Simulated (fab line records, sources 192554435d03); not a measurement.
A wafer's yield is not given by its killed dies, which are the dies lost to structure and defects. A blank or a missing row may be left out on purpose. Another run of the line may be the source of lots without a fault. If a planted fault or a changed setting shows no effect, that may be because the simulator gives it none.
Which tool is to blame? ; flow n5_finfet ; 69 wafers from 23 lots sampled at 6 of the route's 1938 steps

== WHAT THE GAUGES SHOWED, per wafer ==
No reading from a measuring or inspecting step in the record can be judged against a usual standard deviation.

== WHAT TOOL EACH LOT RAN ON (gives the tool, then ch and the chambers of the sampled wafers, and finally the start) ==
lot;N5_BEOL_M1_DESCUM_16;N5_BEOL_M1_ETCH_74;N5_BEOL_M1_STRIP_97;N5_BEOL_M1_ALD_84;N5_BEOL_M1_SPUTTER_48;N5_BEOL_M1_ANNEAL_80
L075;rie_diel-02 ch 2,3, day 6 10:10;rie_diel-02 ch 2,3, day 6 10:13;rie_diel-03 ch 1,2,3, day 6 12:30 or earlier;ald_metal-01 ch 1,2,3, day 6 12:30;pvd_sputter-02, day 6 12:57;pvd_sputter-02, day 6 13:15
L076;rie_diel-05 ch 0,1, day 6 10:20;rie_diel-05 ch 0,1, day 6 10:22;rie_diel-03 ch 1,2,3, day 6 12:58 or earlier;ald_metal-01 ch 1,3, day 6 12:58;pvd_sputter-03, day 6 15:08;pvd_sputter-03, day 6 15:26
L077;rie_diel-03 ch 1,2,3, day 6 23:31;rie_diel-03 ch 1,2,3, day 6 23:32;rie_diel-05 ch 0,1,3, day 7 05:41 or earlier;ald_metal-01 ch 0,2,3, day 7 05:41;pvd_sputter-02, day 7 07:08;pvd_sputter-02, day 7 07:26
L078;rie_diel-03 ch 0,1, day 7 04:28;rie_diel-03 ch 0,1, day 7 04:29;rie_diel-03 ch 2,3, day 7 11:32 or earlier;ald_metal-04 ch 1,2,3, day 7 11:32;pvd_sputter-01, day 7 12:04;pvd_sputter-01, day 7 12:22
L079;rie_diel-05 ch 1,2, day 7 09:13;rie_diel-05 ch 1,2, day 7 09:15;rie_diel-05 ch 0,1,2, day 7 11:38 or earlier;ald_metal-01 ch 1,2,3, day 7 11:38;pvd_sputter-02, day 7 12:13;pvd_sputter-02, day 7 12:31
L081;rie_diel-02 ch 1,3, day 7 21:07;rie_diel-02 ch 1,3, day 7 21:09;rie_diel-03 ch 0,1,3, day 8 07:29 or earlier;ald_metal-04 ch 0,2,3, day 8 07:29;pvd_sputter-03, day 8 08:11;pvd_sputter-03, day 8 08:29
L080;rie_diel-05 ch 0,2,3, day 7 21:37;rie_diel-05 ch 0,2,3, day 7 21:39;rie_diel-02 ch 1,2, day 8 07:40 or earlier;ald_metal-02 ch 0,1,3, day 8 07:40;pvd_sputter-01, day 8 08:24;pvd_sputter-01, day 8 08:43
L082;rie_diel-03 ch 0,2, day 8 07:23;rie_diel-03 ch 0,2, day 8 07:25;rie_diel-05 ch 0,1, day 8 16:43 or earlier;ald_metal-02 ch 1,2,3, day 8 16:43;pvd_sputter-03, day 8 17:32;pvd_sputter-03, day 8 17:50
L083;rie_diel-05 ch 0,1, day 8 07:25;rie_diel-05 ch 0,1, day 8 07:27;rie_diel-02 ch 1,2,3, day 8 16:14 or earlier;ald_metal-02 ch 0,1, day 8 16:14;pvd_sputter-01, day 8 16:46;pvd_sputter-01, day 8 17:05
L084;rie_diel-03 ch 0,2,3, day 8 15:14;rie_diel-03 ch 0,2,3, day 8 15:16;rie_diel-02 ch 0,2, day 8 18:55 or earlier;ald_metal-01 ch 0,1,2, day 8 18:55;pvd_sputter-02, day 8 19:28;pvd_sputter-02, day 8 19:46
L085;rie_diel-02 ch 0,1,2, day 8 20:07;rie_diel-02 ch 0,1,2, day 8 20:10;rie_diel-02 ch 0,1,2, day 8 23:52 or earlier;ald_metal-04 ch 2,3, day 8 23:52;pvd_sputter-03, day 9 01:03;pvd_sputter-03, day 9 01:21
L086;rie_diel-02 ch 2,3, day 9 08:07;rie_diel-02 ch 2,3, day 9 08:09;rie_diel-03 ch 0,1,3, day 9 18:37 or earlier;ald_metal-01 ch 2,3, day 9 18:37;pvd_sputter-01, day 9 19:07;pvd_sputter-01, day 9 19:25
L088;rie_diel-02 ch 0,1,3, day 9 10:48;rie_diel-02 ch 0,1,3, day 9 10:50;rie_diel-02 ch 0,2,3, day 9 15:34 or earlier;ald_metal-02 ch 0,3, day 9 15:34;pvd_sputter-01, day 9 16:05;pvd_sputter-01, day 9 16:23
L087;rie_diel-05 ch 1,2,3, day 9 11:29;rie_diel-05 ch 1,2,3, day 9 11:32;rie_diel-02 ch 0,2, day 9 18:58 or earlier;ald_metal-04 ch 0,1,3, day 9 18:58;pvd_sputter-02, day 9 21:05;pvd_sputter-02, day 9 21:23
L089;rie_diel-03 ch 0,1,2, day 9 22:17;rie_diel-03 ch 0,1,2, day 9 22:20;rie_diel-03 ch 1,2, day 10 00:19 or earlier;ald_metal-02 ch 1,3, day 10 00:19;pvd_sputter-03, day 10 01:34;pvd_sputter-03, day 10 01:52
L090;rie_diel-05 ch 0,1,2, day 9 22:31;rie_diel-05 ch 0,1,2, day 9 22:33;rie_diel-05 ch 2,3, day 10 02:53 or earlier;ald_metal-04 ch 0,1,2, day 10 02:53;pvd_sputter-03, day 10 03:25;pvd_sputter-03, day 10 03:43
L091;rie_diel-02 ch 0,1, day 10 03:01;rie_diel-02 ch 0,1, day 10 03:04;rie_diel-03 ch 0,1,3, day 10 16:04 or earlier;ald_metal-04 ch 1,2,3, day 10 16:04;pvd_sputter-03, day 10 16:35;pvd_sputter-03, day 10 16:53
L092;rie_diel-02 ch 0,1,2, day 10 11:02;rie_diel-02 ch 0,1,2, day 10 11:05;rie_diel-02 ch 0,1,2, day 10 15:58 or earlier;ald_metal-01 ch 0,1,2, day 10 15:58;pvd_sputter-01, day 10 16:31;pvd_sputter-01, day 10 16:49
L093;rie_diel-05 ch 1,2, day 10 19:58;rie_diel-05 ch 1,2, day 10 20:01;rie_diel-02 ch 1,2,3, day 11 01:54 or earlier;ald_metal-01 ch 1,2,3, day 11 01:54;pvd_sputter-03, day 11 02:37;pvd_sputter-03, day 11 02:55
L094;rie_diel-03 ch 0,1,3, day 10 21:17;rie_diel-03 ch 0,1,3, day 10 21:19;rie_diel-05 ch 0,2,3, day 11 07:03 or earlier;ald_metal-04 ch 0,2,3, day 11 07:03;pvd_sputter-01, day 11 07:36;pvd_sputter-01, day 11 07:54
L095;rie_diel-05 ch 1,3, day 11 01:53;rie_diel-05 ch 1,3, day 11 01:56;rie_diel-03 ch 1,2,3, day 11 05:43 or earlier;ald_metal-01 ch 0,1,2, day 11 05:43;pvd_sputter-02, day 11 06:16;pvd_sputter-02, day 11 06:34
L096;rie_diel-02 ch 1,2,3, day 11 13:34;rie_diel-02 ch 1,2,3, day 11 13:37;rie_diel-05 ch 0,2,3, day 11 23:14 or earlier;ald_metal-04 ch 0,1,2, day 11 23:14;pvd_sputter-02, day 11 23:55;pvd_sputter-02, day 12 00:13
L097;rie_diel-05 ch 0,1,3, day 11 22:46;rie_diel-05 ch 0,1,3, day 11 22:47;rie_diel-03 ch 0,1,3, day 12 02:51 or earlier;ald_metal-04 ch 2,3, day 12 02:51;pvd_sputter-02, day 12 03:28;pvd_sputter-02, day 12 03:46
- N5_BEOL_M1_DESCUM_16: chemistry O2, time 7 s.
- N5_BEOL_M1_ETCH_74: etches underlayer in N2/H2, target depth 6.5 nm, time 5.2 s.
- N5_BEOL_M1_STRIP_97: strips in N2/H2, time 10 s.
- N5_BEOL_M1_ALD_84: deposits TaN, pulse time 2 s, purge time 3 s, co reactant purge time 2 s.
- N5_BEOL_M1_SPUTTER_48: material Cu, target thk 4.5 nm, time 8.29 s.
- N5_BEOL_M1_ANNEAL_80: time 240 s.

== AS READ BY THE TOOLS THEMSELVES (means over the sampled wafers that have a number; for cases with no such wafer, the mark the record gives instead) ==
N5_BEOL_M1_DESCUM_16. Usual: drypump_motor_current_A 5.8 A, standard deviation 0.47; oes_product_au 0.79 a.u., standard deviation 0.06; rf_vpp_V 243.2 V, standard deviation 1.2; showerhead_plenum_p_Torr 2.10 Torr, standard deviation 0.048; temp_c 40.01 C, standard deviation 0.12; throttle_valve_pct 20.40 %, standard deviation 0.23.
lot;tool;drypump_motor_current_A (A);oes_product_au (a.u.);rf_vpp_V (V);showerhead_plenum_p_Torr (Torr);temp_c (C);throttle_valve_pct (%);flag
L075;rie_diel-02;5.7;0.76;243.0;2.11;39.96;20.67;
L076;rie_diel-05;5.7;0.75;243.5;2.13;39.91;20.21;
L077;rie_diel-03;5.7;0.82;243.8;2.15;40.02;20.33;
L078;rie_diel-03;5.0;0.90;243.6;2.12;39.98;20.28;
L079;rie_diel-05;5.8;0.80;244.2;2.14;39.97;20.22;
L081;rie_diel-02;5.5;0.78;243.1;2.07;39.86;20.51;
L080;rie_diel-05;6.1;0.79;242.8;2.08;40.04;20.42;
L082;rie_diel-03;5.4;0.79;243.6;2.09;39.94;20.51;
L083;rie_diel-05;5.7;0.74;243.9;2.13;40.06;20.23;
L084;rie_diel-03;5.9;0.78;242.7;2.11;40.05;20.44;
L085;rie_diel-02;5.9;0.80;242.8;2.07;39.93;20.37;
L086;rie_diel-02;5.7;0.74;243.6;2.10;40.04;20.70;
L088;rie_diel-02;5.5;0.81;242.0;2.06;39.93;20.34;
L087;rie_diel-05;5.9;0.79;243.4;2.11;39.82;20.42;
L089;rie_diel-03;5.3;0.80;244.0;2.12;39.95;20.42;
L090;rie_diel-05;5.8;0.75;244.2;2.11;39.94;20.26;
L091;rie_diel-02;5.6;0.81;242.5;2.04;39.99;20.23;
L092;rie_diel-02;5.9;0.79;243.0;2.07;40.10;20.40;
L093;rie_diel-05;5.8;0.78;243.8;2.13;40.18;20.27;
L094;rie_diel-03;5.6;0.83;243.3;2.10;39.94;20.35;
L095;rie_diel-05;5.9;0.75;244.4;2.12;40.10;20.41;
L096;rie_diel-02;5.9;0.74;243.3;2.07;40.00;20.59;
L097;rie_diel-05;5.9;0.74;242.2;2.08;40.09;20.45;

N5_BEOL_M1_ETCH_74. Usual: drypump_motor_current_A 5.8 A, standard deviation 0.47; etch_rf_on_time_s 5.15 s, standard deviation 0.14; oes_product_au 0.67 a.u., standard deviation 0.059; rf_vpp_V 523.6 V, standard deviation 2; showerhead_plenum_p_Torr 2.54 Torr, standard deviation 0.053; throttle_valve_pct 17.80 %, standard deviation 0.25.
lot;tool;drypump_motor_current_A (A);etch_rf_on_time_s (s);oes_product_au (a.u.);rf_vpp_V (V);showerhead_plenum_p_Torr (Torr);throttle_valve_pct (%);flag
L075;rie_diel-02;5.8;5.29;0.63;523.6;2.56;18.10;
L076;rie_diel-05;5.7;5.13;0.64;525.6;2.59;17.68;
L077;rie_diel-03;5.7;5.14;0.70;525.0;2.60;17.74;
L078;rie_diel-03;5.0;5.13;0.77;524.5;2.57;17.68;
L079;rie_diel-05;5.8;5.01;0.69;526.1;2.57;17.50;
L081;rie_diel-02;5.5;5.17;0.66;523.5;2.53;18.11;
L080;rie_diel-05;6.0;5.24;0.67;524.4;2.51;17.85;
L082;rie_diel-03;5.4;5.10;0.68;523.3;2.51;17.84;
L083;rie_diel-05;5.7;5.20;0.62;525.2;2.58;17.71;
L084;rie_diel-03;5.9;5.12;0.68;523.2;2.55;17.80;
L085;rie_diel-02;5.9;5.11;0.69;521.7;2.49;17.73;
L086;rie_diel-02;5.7;5.24;0.63;524.2;2.55;18.14;
L088;rie_diel-02;5.5;5.10;0.69;523.2;2.50;17.86;
L087;rie_diel-05;6.0;5.20;0.67;523.3;2.55;17.76;
L089;rie_diel-03;5.3;5.11;0.69;523.8;2.56;17.80;
L090;rie_diel-05;5.8;5.25;0.63;526.0;2.55;17.70;
L091;rie_diel-02;5.6;4.99;0.71;519.6;2.47;17.71;
L092;rie_diel-02;5.8;5.14;0.67;522.7;2.49;17.76;
L093;rie_diel-05;5.8;5.13;0.66;524.4;2.56;17.53;
L094;rie_diel-03;5.6;5.07;0.71;522.6;2.54;17.77;
L095;rie_diel-05;5.9;5.23;0.64;524.2;2.56;17.82;
L096;rie_diel-02;5.9;5.29;0.62;521.4;2.50;18.03;
L097;rie_diel-05;6.0;5.25;0.63;523.1;2.53;17.96;

N5_BEOL_M1_STRIP_97. Usual: drypump_motor_current_A 5.8 A, standard deviation 0.54; oes_product_au 0.79 a.u., standard deviation 0.066; rf_vpp_V 59.2 V, standard deviation 0.81; showerhead_plenum_p_Torr 2.54 Torr, standard deviation 0.053; temp_c 39.98 C, standard deviation 0.11; throttle_valve_pct 23.6 %, standard deviation 0.32.
lot;tool;drypump_motor_current_A (A);oes_product_au (a.u.);rf_vpp_V (V);showerhead_plenum_p_Torr (Torr);temp_c (C);throttle_valve_pct (%);flag
L075;rie_diel-03;5.7;0.84;58.7;2.60;40.05;23.5;
L076;rie_diel-03;5.8;0.83;58.8;2.60;39.88;23.5;
L077;rie_diel-05;6.0;0.78;58.9;2.54;40.10;23.7;
L078;rie_diel-03;6.3;0.79;59.2;2.58;40.05;23.6;
L079;rie_diel-05;5.8;0.76;59.9;2.55;40.09;23.4;
L081;rie_diel-03;5.6;0.86;59.1;2.55;39.90;23.5;
L080;rie_diel-02;5.9;0.78;59.6;2.47;39.95;23.7;
L082;rie_diel-05;5.7;0.74;60.0;2.57;39.89;23.5;
L083;rie_diel-02;5.8;0.76;59.1;2.51;40.00;23.8;
L084;rie_diel-02;6.1;0.77;59.1;2.51;39.93;23.4;
L085;rie_diel-02;5.9;0.80;58.7;2.49;39.92;23.5;
L086;rie_diel-03;5.6;0.84;58.3;2.54;40.08;23.6;
L088;rie_diel-02;5.8;0.78;59.5;2.52;40.00;23.7;
L087;rie_diel-02;6.1;0.76;59.8;2.51;39.93;23.5;
L089;rie_diel-03;5.4;0.76;59.0;2.60;39.88;23.4;
L090;rie_diel-05;6.0;0.80;59.1;2.52;39.84;23.5;
L091;rie_diel-03;5.6;0.84;58.9;2.54;40.06;23.6;
L092;rie_diel-02;5.8;0.78;59.4;2.49;40.01;23.6;
L093;rie_diel-02;5.8;0.74;59.7;2.50;40.03;23.8;
L094;rie_diel-05;6.1;0.77;59.5;2.50;40.04;23.7;
L095;rie_diel-03;5.7;0.78;59.7;2.58;39.98;23.5;
L096;rie_diel-05;6.0;0.76;59.3;2.50;40.00;23.7;
L097;rie_diel-03;5.6;0.82;58.6;2.53;39.86;23.6;

N5_BEOL_M1_ALD_84. Usual: chamber_pressure_Torr 2.999 Torr, standard deviation 0.0062; heater_power_w 421 W, standard deviation 42; mfc_carrier_sccm 1500 sccm, standard deviation 4.3.
lot;tool;chamber_pressure_Torr (Torr);heater_power_w (W);mfc_carrier_sccm (sccm);flag
L075;ald_metal-01;3.005;440;1502;
L076;ald_metal-01;2.997;454;1499;
L077;ald_metal-01;2.996;444;1496;
L078;ald_metal-04;3.000;415;1501;
L079;ald_metal-01;2.998;436;1501;
L081;ald_metal-04;3.007;418;1499;
L080;ald_metal-02;2.996;372;1499;
L082;ald_metal-02;3.005;394;1501;
L083;ald_metal-02;2.997;405;1500;
L084;ald_metal-01;3.002;418;1497;
L085;ald_metal-04;2.997;394;1503;
L086;ald_metal-01;2.991;458;1502;
L088;ald_metal-02;3.005;345;1501;
L087;ald_metal-04;2.999;431;1503;
L089;ald_metal-02;3.001;390;1500;
L090;ald_metal-04;2.996;444;1500;
L091;ald_metal-04;2.995;422;1500;
L092;ald_metal-01;2.994;415;1504;
L093;ald_metal-01;2.998;438;1500;
L094;ald_metal-04;2.998;422;1500;
L095;ald_metal-01;2.992;417;1498;
L096;ald_metal-04;3.005;446;1498;
L097;ald_metal-04;3.006;411;1501;

N5_BEOL_M1_SPUTTER_48. Usual: 30.0 % for throttle_valve_pct, sd 1.2.
lot;tool;throttle_valve_pct (%);flag
L075;pvd_sputter-02;31.9;
L076;pvd_sputter-03;30.0;
L077;pvd_sputter-02;29.5;
L078;pvd_sputter-01;30.9;
L079;pvd_sputter-02;30.6;
L081;pvd_sputter-03;29.6;
L080;pvd_sputter-01;29.7;
L082;pvd_sputter-03;30.0;
L083;pvd_sputter-01;29.8;
L084;pvd_sputter-02;30.2;
L085;pvd_sputter-03;29.5;
L086;pvd_sputter-01;30.3;
L088;pvd_sputter-01;29.8;
L087;pvd_sputter-02;30.7;
L089;pvd_sputter-03;29.7;
L090;pvd_sputter-03;28.9;
L091;pvd_sputter-03;30.1;
L092;pvd_sputter-01;30.4;
L093;pvd_sputter-03;29.9;
L094;pvd_sputter-01;29.6;
L095;pvd_sputter-02;28.3;
L096;pvd_sputter-02;29.7;
L097;pvd_sputter-02;29.6;

N5_BEOL_M1_ANNEAL_80. Usual: 816 W for heater_power_w, sd 45.
lot;tool;heater_power_w (W);flag
L075;pvd_sputter-02;795;
L076;pvd_sputter-03;835;
L077;pvd_sputter-02;807;
L078;pvd_sputter-01;793;
L079;pvd_sputter-02;811;
L081;pvd_sputter-03;857;
L080;pvd_sputter-01;779;
L082;pvd_sputter-03;844;
L083;pvd_sputter-01;784;
L084;pvd_sputter-02;831;
L085;pvd_sputter-03;831;
L086;pvd_sputter-01;764;
L088;pvd_sputter-01;724;
L087;pvd_sputter-02;800;
L089;pvd_sputter-03;849;
L090;pvd_sputter-03;834;
L091;pvd_sputter-03;843;
L092;pvd_sputter-01;764;
L093;pvd_sputter-03;819;
L094;pvd_sputter-01;786;
L095;pvd_sputter-02;845;
L096;pvd_sputter-02;816;
L097;pvd_sputter-02;813;

== THE ANSWER, worked out from the rows above alone ==
Rule: lot off if the mean of its wafers having a number is beyond 3 standard deviations from the usual mean. Also off: a lot with no number at a reading for which 4 or more lots have one. The other lots that the step has rows for count as sound. Order of review: gauges by route order, followed by the tools' own readings, for which a lot's mean as printed above is used. At the first step where some lot is off, the reading lying furthest off is the one used; lots without a number count as furthest.
None of the lots is off at any reading shown; this tells nothing.

== WHAT THE SIMULATOR HAD INSERTED ==
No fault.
